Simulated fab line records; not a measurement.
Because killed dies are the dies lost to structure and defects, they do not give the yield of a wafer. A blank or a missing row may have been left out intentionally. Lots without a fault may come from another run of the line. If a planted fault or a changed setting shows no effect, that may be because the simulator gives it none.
Which tool is to blame?	flow n5-finfet	30 wafers from 10 lots sampled at 2 of the route's 1938 steps

## WHAT THE GAUGES READ, wafer by wafer
N5_MOL_CONTACT_COAG_CD_MEAS_40 targets a cd of 25.1 nm.
lot	measured	on	cd-nm (nm)
L075	day 5 11:29	cd-sem-01	24.83 25.17 24.90
L077	day 6 00:19	cd-sem-02	25.28 25.59 25.23
L079	day 6 11:49	cd-sem-02	24.52 24.46 25.11
L082	day 7 05:34	cd-sem-02	24.87 25.42 25.13
L084	day 7 17:06	cd-sem-02	24.93 25.11 24.71
L086	day 8 02:21	cd-sem-01	25.44 25.63 25.55
L088	day 8 20:05	cd-sem-02	25.07 24.99 25.08
L092	day 9 14:11	cd-sem-03	25.20 25.20 25.07
L094	day 10 03:37	cd-sem-03	25.21 25.06 24.79
L096	day 10 20:17	cd-sem-02	25.00 25.49 25.59

## EACH LOT AND THE TOOL THAT RAN IT (in order: tool; ch and the chambers of the sampled wafers; start)
lot	N5_MOL_CONTACT_COAG_VIA_ETCH_46
L075	rie-diel-06 ch 1,3, day 5 10:50
L077	rie-diel-05 ch 0,2, day 5 23:39
L079	rie-diel-05 ch 0,1, day 6 11:01
L082	rie-diel-05 ch 0,2,3, day 7 04:55
L084	rie-diel-05 ch 0,2,3, day 7 16:26
L086	rie-diel-02 ch 0,2, day 8 01:32
L088	rie-diel-05 ch 0,1,2, day 8 19:26
L092	rie-diel-06 ch 0,2,3, day 9 13:32
L094	rie-diel-06 ch 0,3, day 10 02:57
L096	rie-diel-06 ch 0,1,2, day 10 19:37
- N5_MOL_CONTACT_COAG_VIA_ETCH_46: etches SiO2 in C4F6/O2, target depth 46 nm, overetch 9.2 nm, time 40 s.

## THE ANSWER, worked out from the rows above alone
Rule: usual is defined by the lots themselves. The widest of any qualifying gaps counts: lots, ordered by their means at a reading, are off when they make up no more than a third of the lots, leave a main group of 4 or more, and stand apart from it by 3 or more times the standard deviation of that group's means. If all means in a main group match to the digits the tables above print for the reading, that group is not used. A lot without any number at a reading at which 4 lots or more have one is off too. The other lots that the step has rows for count as sound.
No lot is off on any of the readings shown, so nothing can be concluded from this.

## WHAT WAS PUT IN BY THE SIMULATOR
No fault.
